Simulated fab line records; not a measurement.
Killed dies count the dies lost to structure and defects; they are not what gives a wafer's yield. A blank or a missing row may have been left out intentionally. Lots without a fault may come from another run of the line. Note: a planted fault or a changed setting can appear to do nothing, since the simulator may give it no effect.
3 desks, one fault -- flow n5_finfet -- only its own numbers are on each desk; what lay behind them is given at the end
Where a reading is given only as a bound, like >300, the bound stands for it, and a mean or a difference that rests on one is marked > or <: the true number lies beyond.

== FROM THE METROLOGY DESK ==
What the gauges read, lot by lot, whatever tool the lot ran on: means of the sampled wafers that have a number. Marked OUT: a lot whose mean sits more than 4 standard deviations from the usual mean, which makes it out of limits; the brackets give that distance. It has 11 readings; the 7 that lie furthest out on some lot are the ones shown.
Columns: A = cd_nm at N5_WELL_APT_CD_MEAS_25, usual 199.7 nm; B = DIBL_N at N5_BEOL_M4_RC_MEAS_101, usual 36.5 mV/V; C = IOFF_P at N5_BEOL_M4_RC_MEAS_101, usual 0.22 nA/um; D = ION_N at N5_BEOL_M4_RC_MEAS_101, usual 673 uA/um; E = ION_P at N5_BEOL_M4_RC_MEAS_101, usual 462 uA/um; F = VT_N at N5_BEOL_M4_RC_MEAS_101, usual 249.8 mV; G = VT_P at N5_BEOL_M4_RC_MEAS_101, usual -250 mV
lot,first seen here,A,B,C,D,E,F,G
L828,day 1 14:55,197.9,35.9,0.19,667,457,251.2,-254
L837,day 3 21:02,200.9,34.6,0.16,661,449,253.7,-257
L840,day 4 15:10,200.9,36.5,0.23,672,460,250.7,-251
L841,day 4 20:43,199.4,38.0,0.20,674,452,249.6,-253
L843,day 5 08:49,199.7,37.2,0.24,688,465,246.2,-249
L845,day 5 20:50,198.6,37.1,0.23,686,466,247.1,-248
L850,day 7 03:10,201.7,36.6,0.19,667,458,252.9,-250
L851,day 7 08:56,200.6,37.8,0.26,674,462,247.3,-246
Finding of this desk: none of the 8 lots has anything out of limits.

== THE DEFECT DESK ==
Inspection counts along the route, by lot: the mean over sampled wafers that carry a number. Marked OUT: a lot whose mean sits more than 4 standard deviations from the usual mean, which makes it out of limits; the brackets give that distance.
Columns: A = raw_defect_count at N5_ZERO_LAYER_INSPECT_20, usual 37; B = raw_defect_count at N5_WELL_APT_INSPECT_10, usual 2.2; C = raw_defect_count at N5_WELL_APT_INSPECT_38, usual 14
lot,first seen here,A,B,C
L828,day 1 13:23,27,1.7,10
L837,day 3 19:21,33,1.3,11
L840,day 4 13:16,370 (+21) OUT,>300 (+99 or more) OUT,344 (+69) OUT
L841,day 4 19:17,386 (+22) OUT,>300 (+99 or more) OUT,362 (+73) OUT
L843,day 5 07:16,380 (+21) OUT,>300 (+99 or more) OUT,359 (+72) OUT
L845,day 5 19:23,33,1.7,13
L850,day 7 01:37,52,1.7,14
L851,day 7 07:23,20,1.0,10
This desk finds L840, L841, L843 out of limits, L840 being first, at day 4 13:16 (raw_defect_count at N5_ZERO_LAYER_INSPECT_20). In limits: L828, L837, L845, L850, L851.

== THE TOOL OWNER'S DESK: plasma_asher-01 ==
The tool's own readings at N5_ZERO_LAYER_STRIP_24 (strips in O2): means of the sampled wafers that have a number, for each lot that ran on this tool. Marked OUT: a lot whose mean sits more than 4 standard deviations from the usual mean, which makes it out of limits; the brackets give that distance.
Columns: A = drypump_motor_current_A at N5_ZERO_LAYER_STRIP_24, usual 5.57 A; B = heater_power_w at N5_ZERO_LAYER_STRIP_24, usual 347 W; C = o2_flow_sccm at N5_ZERO_LAYER_STRIP_24, usual 6750 sccm; D = oes_product_au at N5_ZERO_LAYER_STRIP_24, usual 0.647 a.u.; E = strip_time_to_endpoint_s at N5_ZERO_LAYER_STRIP_24, usual 43.88 s
lot,first seen here,A,B,C,D,E
L828,day 1 13:01,5.64,371,6767,0.647,43.92
L837,day 3 18:58,5.54,336,6764,0.647,43.67
L840,day 4 12:55,5.64,362,6730,0.640,43.93
L841,day 4 18:55,5.52,344,6735,0.652,43.90
L843,day 5 06:53,5.51,338,6743,0.645,43.88
Finding of this desk: none of the 5 lots has anything out of limits.

== BROUGHT TOGETHER ==
The defect desk could have raised an alarm at day 4 13:16, on L840, L841, L843.
Nothing out of limits was seen by the metrology desk.
The desk of the tool owner found nothing out of limits.
The metrology desk holds a record of L840, L841, L843, inside its limits.
On record at the tool owner's desk: L840, L841, L843, within its limits.
On plasma_asher-01, each named lot ran N5_ZERO_LAYER_STRIP_24.

== WHAT THE SIMULATOR PUT IN ==
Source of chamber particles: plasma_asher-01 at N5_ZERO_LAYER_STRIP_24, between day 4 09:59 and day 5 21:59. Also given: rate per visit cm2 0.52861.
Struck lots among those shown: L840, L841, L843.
Hours from the fault's start to each desk's first reading out of limits: the defect desk, 3.
